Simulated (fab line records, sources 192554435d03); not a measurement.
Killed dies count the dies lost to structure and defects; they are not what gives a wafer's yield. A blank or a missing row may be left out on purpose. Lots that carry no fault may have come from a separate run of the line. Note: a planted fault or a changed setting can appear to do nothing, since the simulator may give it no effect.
One fault through the eyes of 2 desks :: flow n5-finfet :: numbers are kept per desk, each desk with only its own; the story behind them comes last

== METROLOGY DESK ==
Means of the sampled wafers that have a number, per lot and without regard to the tool the lot ran on: this is what the gauges read. Marked OUT: a lot whose mean sits more than 4 standard deviations from the usual mean, which makes it out of limits; the brackets give that distance. Shown here are 7 of its 12 readings, the ones lying furthest out on some lot.
Columns: A = DIBL_N at N5_BEOL_M4_RC_MEAS_101, usual 36.0 mV/V; B = IOFF_P at N5_BEOL_M4_RC_MEAS_101, usual 0.21 nA/um; C = ION_P at N5_BEOL_M4_RC_MEAS_101, usual 461 uA/um; D = SS_N at N5_BEOL_M4_RC_MEAS_101, usual 71.5 mV/dec; E = SS_P at N5_BEOL_M4_RC_MEAS_101, usual 73.4 mV/dec; F = VT_N at N5_BEOL_M4_RC_MEAS_101, usual 250 mV; G = VT_P at N5_BEOL_M4_RC_MEAS_101, usual -251 mV
lot: L828
first seen here: day 8 06:23
A: 37.3
B: 0.23
C: 463
D: 71.5
E: 73.1
F: 249
G: -248

lot: L831
first seen here: day 8 19:32
A: 37.9
B: 0.25
C: 459
D: 71.9
E: 74.8
F: 250
G: -251

lot: L832
first seen here: day 8 22:50
A: 33.8
B: 0.16
C: 451
D: 71.0
E: 73.2
F: 251
G: -253

lot: L833
first seen here: day 9 02:35
A: 39.0
B: 0.24
C: 462
D: 72.6
E: 74.2
F: 249
G: -251

lot: L842
first seen here: day 11 19:41
A: 37.0
B: 0.22
C: 457
D: 71.7
E: 74.3
F: 251
G: -253

lot: L843
first seen here: day 12 07:25
A: 36.7
B: 0.25
C: 462
D: 72.1
E: 73.6
F: 246
G: -247
Result from this desk: across the 6 lots, nothing is out of limits.

== DESK OF THE TOOL OWNER: pecvd-04 ==
The tool's own readings at N5_BEOL_M2_DEP_57 (deposits SiCN from 3MS/NH3, target thk 8 nm, time 14 s): means of the sampled wafers that have a number, for each lot that ran on this tool. Marked OUT: a lot whose mean sits more than 4 standard deviations from the usual mean, which makes it out of limits; the brackets give that distance.
Columns: A = showerhead-plenum-p-Torr at N5_BEOL_M2_DEP_57, usual 3.655 Torr; B = throttle-valve-pct at N5_BEOL_M2_DEP_57, usual 9.0 %
lot: L831
first seen here: day 8 19:44
A: 3.653
B: 9.6

lot: L832
first seen here: day 8 23:02
A: 3.662
B: 8.6

lot: L833
first seen here: day 9 02:59
A: 3.658
B: 8.6
Result from this desk: across the 3 lots, nothing is out of limits.

== PUT TOGETHER ==
From the metrology desk's view, nothing was out of limits.
Nothing out of limits was seen by the tool owner's desk.

== WHAT THE SIMULATOR HAD INSERTED ==
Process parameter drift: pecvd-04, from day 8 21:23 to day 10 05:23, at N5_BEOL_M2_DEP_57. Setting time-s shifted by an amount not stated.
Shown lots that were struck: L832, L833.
